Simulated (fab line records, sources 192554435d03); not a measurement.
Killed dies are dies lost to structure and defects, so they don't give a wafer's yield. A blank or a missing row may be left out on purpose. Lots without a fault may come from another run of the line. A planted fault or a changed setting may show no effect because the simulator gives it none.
Chamber matching | flow n5_finfet | N5_MIM_TOP_ALD_00 on ald_hk-02: 4 sister chambers
The step deposits Al2O3, purge time 3 s, co reactant pulse time 3 s. 8 wafers are shown with their chamber, then 9 later ones without.

WAFERS WITH THEIR CHAMBER
wafer  | chamber | precursor_pulse_height_rel
L077.2 | 2       | 0.994
L086.3 | 2       | 1.053
L086.4 | 0       | 1.035
L089.2 | 1       | 1.005
L089.6 | 3       | 0.996
L094.1 | 1       | 0.976
L094.2 | 3       | 1.008
L094.3 | 0       | 1.004

WAFERS WITHOUT THEIR CHAMBER
wafer  | precursor_pulse_height_rel
L094.4 | 1.031
L094.5 | 1.034
L094.6 | 1.058
L095.2 | 0.988
L095.3 | 0.987
L095.5 | 1.027
L096.1 | 1.001
L096.2 | 0.991
L096.3 | 1.005

WHICH CHAMBER EACH WENT THROUGH
wafer  | from the rows above               | in truth
L094.4 | can't be placed: 2 or 0 or 3 or 1 | 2
L094.5 | can't be placed: 2 or 0 or 3 or 1 | 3
L094.6 | can't be placed: 2 or 0 or 3 or 1 | 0
L095.2 | can't be placed: 1 or 3 or 0 or 2 | 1
L095.3 | can't be placed: 1 or 3 or 0 or 2 | 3
L095.5 | can't be placed: 2 or 0 or 3 or 1 | 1
L096.1 | can't be placed: 3 or 1 or 0 or 2 | 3
L096.2 | can't be placed: 1 or 3 or 0 or 2 | 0
L096.3 | can't be placed: 3 or 0 or 1 or 2 | 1
Placed correctly: 0 of 9. Can't be placed from these rows: 9 (the true chamber is among the candidates in 9). Placed wrongly: 0.
How it was worked out, from the rows above alone: a wafer's distance from a chamber is the root of the sum, over the readings, of the square of ((its reading less the chamber's mean) divided by the reading's scatter). The wafer belongs to the nearest chamber; if the next one is less than 2 further off, it can't be placed. A chamber's mean is the mean of its shown wafers. The scatter: the root of (the sum of the squares of (reading less its chamber's mean) over the shown wafers, divided by (wafers less chambers)).
